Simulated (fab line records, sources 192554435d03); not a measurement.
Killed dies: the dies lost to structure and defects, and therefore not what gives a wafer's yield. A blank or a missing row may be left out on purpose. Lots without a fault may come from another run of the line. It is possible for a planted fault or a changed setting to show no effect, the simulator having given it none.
Which tool did it?    flow n5 finfet    9 lots, 26 wafers sampled, at 6 steps of a route of 1938

## WHAT THE GAUGES SHOWED, per wafer
N5_BEOL_M4_OVL_MEAS_12.
lot   measured      on          M4_OVL (nm)
L402  day 8 18:23   overlay-02  -0.3 -0.9 0.4
L403  day 8 22:43   overlay-01  -0.3 0.1 0.8
L405  day 9 03:26   overlay-01  -1.2 -0.1 -0.9
L410  day 10 07:01  overlay-01  0.2 0.3 -0.2
L411  day 10 19:23  overlay-02  -1.2 -1.6 -1.6
L412  day 10 22:23  overlay-02  0.7 -0.4 0.2
L420  day 12 19:16  overlay-02  -0.9 -0.5 0.0
L421  day 13 01:46  overlay-01  -0.1 -0.1 0.3
L422  day 13 05:57  overlay-02  -0.5 -0.5

N5_BEOL_M4_CD_MEAS_28: target cd 26.2 nm, target cd y 24.1 nm.
lot   measured      on         cd nm (nm)
L402  day 8 19:19   cd sem-03  25.99 25.63 26.21
L403  day 8 23:41   cd sem-03  25.94 26.22 26.10
L405  day 9 04:24   cd sem-03  25.76 25.77 25.91
L410  day 10 08:11  cd sem-02  26.21 26.35 26.16
L411  day 10 20:50  cd sem-01  26.17 26.45 26.43
L412  day 10 23:24  cd sem-01  25.81 26.12 25.71
L420  day 12 20:10  cd sem-03  26.42 18.90 18.96
L421  day 13 02:40  cd sem-03  26.46 18.71 26.29
L422  day 13 06:47  cd sem-02  18.81 26.66

N5_BEOL_M4_RC_MEAS_101.
lot   measured      on         DIBL_N (mV/V)   DIBL_P (mV/V)   IOFF_N (nA/um)     IOFF_P (nA/um)  ION_N (uA/um)  ION_P (uA/um)  SS_N (mV/dec)   SS_P (mV/dec)   VT_N (mV)    VT_P (mV)
L402  day 9 00:37   prober-01  36.3 36.9 38.3  34.1 34.5 36.7  0.138 0.141 0.175  0.20 0.21 0.24  662 675 677    464 469 468    71.5 70.9 71.1  73.2 73.8 73.7  253 253 247  -248 -248 -248
L403  day 9 07:14   prober-01  36.3 35.4 36.7  37.7 38.2 37.9  0.161 0.152 0.165  0.19 0.20 0.19  686 674 671    464 463 461    71.5 71.5 71.0  72.9 72.6 73.1  250 252 250  -256 -254 -256
L405  day 9 11:45   prober-02  33.2 34.2 34.0  32.1 33.6 32.3  0.111 0.129 0.116  0.16 0.19 0.16  667 674 655    459 467 453    70.4 70.5 70.5  72.0 72.8 72.6  254 250 254  -256 -250 -253
L410  day 10 15:32  prober-01  35.1 35.3 34.7  34.7 35.3 34.5  0.135 0.146 0.150  0.18 0.18 0.18  666 673 697    458 456 468    71.8 71.5 70.6  71.9 72.5 72.7  252 249 248  -251 -251 -251
L411  day 11 02:08  prober-01  35.6 34.6 34.9  36.3 35.0 35.4  0.158 0.145 0.152  0.21 0.18 0.20  679 681 679    466 462 460    71.1 71.2 71.2  73.5 72.8 73.0  248 251 250  -252 -250 -249
L412  day 11 07:08  prober-02  39.7 36.7 38.2  38.6 35.2 37.0  0.244 0.162 0.192  0.31 0.25 0.27  677 668 669    467 468 459    73.2 72.6 72.4  74.3 73.2 74.0  245 252 248  -242 -243 -248
L420  day 13 02:19  prober-01  38.6            41.2            0.200              0.27            678            464            72.5            74.2            245          -247
L421  day 13 18:52  prober-02  35.8 35.3       35.0 33.1       0.147 0.138        0.19 0.18       677 682        463 464        71.3 71.0       72.4 71.9       250 254      -248 -250
L422  day 13 23:10  prober-02  37.9            38.2            0.200              0.25            686            472            71.2            73.8            247          -247

## EACH LOT AND THE TOOL THAT RAN IT (in order: tool; ch and the chambers of the sampled wafers; start)
lot   N5_BEOL_M4_ETCH_74                  N5_BEOL_M4_STRIP_66                 N5_BEOL_M4_EXPOSE_25
L402  rie diel-06 ch 0,1, day 8 18:35     rie diel-06 ch 0,1, day 8 18:45     euv scanner-01 ch 0, day 8 19:10
L403  rie diel-06 ch 0,1,3, day 8 22:50   rie diel-06 ch 0,1,3, day 8 23:01   euv scanner-02 ch 0, day 8 23:32
L405  rie diel-03 ch 1,2,3, day 9 03:33   rie diel-03 ch 1,2,3, day 9 03:44   euv scanner-01 ch 0, day 9 04:15
L410  rie diel-06 ch 1,2,3, day 10 07:10  rie diel-06 ch 1,2,3, day 10 07:21  euv scanner-02 ch 0, day 10 08:02
L411  rie diel-03 ch 0,2,3, day 10 19:49  rie diel-03 ch 0,2,3, day 10 19:59  euv scanner-01 ch 0, day 10 20:41
L412  rie diel-05 ch 1,2, day 10 22:31    rie diel-05 ch 1,2, day 10 22:41    euv scanner-01 ch 0, day 10 23:15
L420  rie diel-05 ch 0,1,2, day 12 19:26  rie diel-05 ch 0,1,2, day 12 19:37  euv scanner-01 ch 0, day 12 20:01
L421  rie diel-06 ch 0,3, day 13 01:56    rie diel-06 ch 0,3, day 13 02:07    euv scanner-01 ch 0, day 13 02:31
L422  rie diel-03 ch 0,2, day 13 06:04    rie diel-03 ch 0,2, day 13 06:15    euv scanner-01 ch 0, day 13 06:39
- N5_BEOL_M4_ETCH_74: etches underlayer in N2/H2, target depth 6.5 nm, time 5.2 s.
- N5_BEOL_M4_STRIP_66: strips in CF4.
- N5_BEOL_M4_EXPOSE_25: exposes mask V3, defocus 5 nm.

## AS READ BY THE TOOLS THEMSELVES (means over the sampled wafers that have a number; for cases with no such wafer, the mark the record gives instead)
N5_BEOL_M4_ETCH_74.
lot   tool         drypump motor current A (A)  etch rf on time s (s)  n2 flow sccm (sccm)  oes product au (a.u.)  rf vpp V (V)  showerhead plenum p Torr (Torr)  throttle valve pct (%)
L402  rie diel-06  5.3                          5.20                   199.8                0.63                   525.3         2.56                             17.65
L403  rie diel-06  5.6                          5.19                   199.9                0.62                   523.4         2.52                             17.77
L405  rie diel-03  5.7                          5.04                   199.9                0.74                   523.3         2.51                             17.89
L410  rie diel-06  5.8                          5.28                   200.2                0.67                   523.2         2.55                             17.59
L411  rie diel-03  6.0                          5.13                   200.3                0.67                   520.3         2.45                             17.86
L412  rie diel-05  5.5                          5.09                   199.8                0.62                   525.2         2.59                             17.68
L420  rie diel-05  5.5                          5.18                   199.8                0.61                   522.8         2.54                             17.83
L421  rie diel-06  6.0                          5.21                   199.6                0.64                   523.0         2.46                             17.78
L422  rie diel-03  6.2                          5.04                   200.2                0.64                   520.4         2.43                             17.95

N5_BEOL_M4_STRIP_66.
lot   tool         drypump motor current A (A)  oes product au (a.u.)  rf vpp V (V)  showerhead plenum p Torr (Torr)  throttle valve pct (%)
L402  rie diel-06  5.3                          0.73                   272.0         1.81                             13.52
L403  rie diel-06  5.6                          0.72                   270.7         1.78                             13.62
L405  rie diel-03  5.7                          0.84                   270.8         1.77                             13.51
L410  rie diel-06  5.9                          0.79                   271.8         1.80                             13.43
L411  rie diel-03  5.9                          0.78                   269.8         1.73                             13.58
L412  rie diel-05  5.5                          0.72                   271.9         1.81                             13.47
L420  rie diel-05  5.5                          0.70                   271.8         1.79                             13.64
L421  rie diel-06  6.0                          0.76                   269.7         1.74                             13.57
L422  rie diel-03  6.2                          0.73                   270.1         1.71                             13.66

## THE ANSWER, worked out from the rows above alone
Rule: the usual values come from the lots themselves. The widest of any qualifying gaps counts: lots, ordered by their means at a reading, are off when they make up no more than a third of the lots, leave a main group of 4 or more, and stand apart from it by 3 or more times the standard deviation of that group's means. If all means in a main group match to the digits the tables above print for the reading, that group is not used. A lot without any number at a reading at which 4 lots or more have one is off too. Where the step has rows for the other lots, those lots are counted as sound. First the gauges in route order, then the tools' own readings, where a lot's mean is used as printed above. At the first step where some lot is off, the reading lying furthest off is the one used; lots without a number count as furthest.
Off: L420, L421, L422 (N5_BEOL_M4_CD_MEAS_28, cd nm). The main group: mean 26.05 nm, standard deviation 0.19.
If a tool, at a process step before that reading, ran all the lots that are off and no sound lot after the first of them, it fits. The gauges at N5_BEOL_M4_CD_MEAS_28 are tried like those tools. One fits: euv scanner-01 at N5_BEOL_M4_EXPOSE_25. Its last sound lot is L412 (day 10 23:15), its first lot that is off L420 (day 12 20:01): a fault that began between those two fits.

## WHAT WAS PUT IN BY THE SIMULATOR
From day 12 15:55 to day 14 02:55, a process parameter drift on euv scanner-01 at N5_BEOL_M4_EXPOSE_25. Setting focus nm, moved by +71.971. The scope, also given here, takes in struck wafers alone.
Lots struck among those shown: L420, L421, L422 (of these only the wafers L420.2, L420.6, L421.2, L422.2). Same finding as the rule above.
